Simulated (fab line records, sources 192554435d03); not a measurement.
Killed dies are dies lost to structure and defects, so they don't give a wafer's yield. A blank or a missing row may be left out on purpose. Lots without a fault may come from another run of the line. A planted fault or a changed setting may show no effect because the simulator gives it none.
One fault seen from 2 desks | flow n5_finfet | each desk has only its own numbers; what lay behind them comes last

THE TOOL OWNER'S DESK: litho_track-01
The tool's own readings at N5_HKMG_FIN_COAT_66 (time 60 s, resist thk 300 nm): means of the sampled wafers that have a number, for each lot that ran on this tool. A lot is out of limits, marked OUT, if its mean lies more than 4 standard deviations from the usual mean; the brackets give that distance.
Columns: A = spin_speed_rpm at N5_HKMG_FIN_COAT_66, usual 1500.1 rpm
lot  | first seen here | A
L341 | day 4 17:44     | 1500.3
L349 | day 6 14:02     | 1608.3 (+98) OUT
L351 | day 7 00:40     | 1607.8 (+98) OUT
L363 | day 9 22:37     | 1499.4
This desk's finding: out of limits on L349, L351; first on L349, day 6 14:02 (spin_speed_rpm at N5_HKMG_FIN_COAT_66). In limits: L341, L363.

THE METROLOGY DESK
What the gauges read, lot by lot, whatever tool the lot ran on: means of the sampled wafers that have a number. A lot is out of limits, marked OUT, if its mean lies more than 4 standard deviations from the usual mean; the brackets give that distance. Of its 10 readings 7 are shown: those that lie furthest out on some lot.
Columns: A = DIBL_P at N5_BEOL_M4_RC_MEAS_101, usual 37.1 mV/V; B = IOFF_N at N5_BEOL_M4_RC_MEAS_101, usual 0.168 nA/um; C = IOFF_P at N5_BEOL_M4_RC_MEAS_101, usual 0.22 nA/um; D = ION_P at N5_BEOL_M4_RC_MEAS_101, usual 466 uA/um; E = SS_N at N5_BEOL_M4_RC_MEAS_101, usual 71.7 mV/dec; F = SS_P at N5_BEOL_M4_RC_MEAS_101, usual 73.5 mV/dec; G = VT_P at N5_BEOL_M4_RC_MEAS_101, usual -250 mV
lot  | first seen here | A    | B     | C    | D   | E    | F    | G
L341 | day 8 02:57     | 38.7 | 0.194 | 0.26 | 466 | 71.4 | 74.1 | -246
L349 | day 9 17:12     | 36.0 | 0.151 | 0.17 | 451 | 71.5 | 73.0 | -256
L351 | day 10 21:14    | 34.6 | 0.150 | 0.19 | 457 | 71.1 | 73.5 | -254
L353 | day 11 02:26    | 35.1 | 0.160 | 0.22 | 465 | 71.8 | 73.2 | -248
L357 | day 12 05:32    | 37.7 | 0.156 | 0.22 | 463 | 71.3 | 73.5 | -250
L363 | day 14 02:31    | 37.4 | 0.158 | 0.23 | 468 | 71.6 | 73.5 | -248
This desk's finding: nothing out of limits on any of the 6 lots.

PUT TOGETHER
The tool owner's desk could have raised an alarm at day 6 14:02, on L349, L351.
The metrology desk saw nothing out of limits.
The metrology desk has L349, L351 on record, within its limits.
Of the lots named, all ran N5_HKMG_FIN_COAT_66 on litho_track-01.

WHAT THE SIMULATOR HAD PUT IN
Process parameter drift: litho_track-01, from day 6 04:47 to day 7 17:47, at N5_HKMG_FIN_COAT_66. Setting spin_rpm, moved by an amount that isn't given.
Lots struck among those shown: L349, L351.
Hours from the fault's start to each desk's first reading out of limits: the tool owner's desk, 9.
